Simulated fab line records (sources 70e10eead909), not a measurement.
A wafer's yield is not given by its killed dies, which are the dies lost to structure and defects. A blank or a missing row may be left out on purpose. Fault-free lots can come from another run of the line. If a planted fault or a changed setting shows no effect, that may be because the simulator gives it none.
Chamber matching    flow nand-harc    NHARC_A_BLC_DESCUM_15 on rie-diel-10 has 4 sister chambers
The step chemistry O2, time 3 s. 4 wafers are shown with their chamber, then 11 later ones without.

## WAFERS PAIRED WITH THEIR CHAMBERS
wafer   chamber  drypump-motor-current-A (A)
L077.2  0        5.7
L084.6  1        5.6
L080.5  3        5.4
L085.1  2        4.9

## WAFERS MISSING THEIR CHAMBER
wafer   drypump-motor-current-A (A)
L085.5  5.4
L085.6  5.7
L091.1  5.6
L091.3  5.4
L091.5  5.6
L086.1  5.4
L086.2  5.7
L086.4  5.6
L092.2  5.4
L092.4  5.0
L092.5  5.7

## THE CHAMBER EACH PASSED THROUGH
wafer   from the rows above  in truth
L085.5  3                    3
L085.6  0                    0
L091.1  1                    1
L091.3  3                    3
L091.5  1                    1
L086.1  3                    3
L086.2  0                    0
L086.4  1                    1
L092.2  3                    3
L092.4  2                    2
L092.5  0                    0
Correctly placed: 11 of 11. Can't be placed from these rows: 0. Wrongly placed: 0.
How it was worked out, from the rows above alone: a wafer's distance from a chamber is the root of the sum, over the readings, of the square of ((its reading less the chamber's mean) divided by the reading's scatter). If the next closest chamber is less than 2 further off than the closest, the wafer can't be placed; otherwise it belongs to the closest. A chamber's mean is the mean of its shown wafers. The scatter (one wafer shown for each chamber): square how far every hidden wafer sits from the nearest shown wafer, average those squares and take the square root.
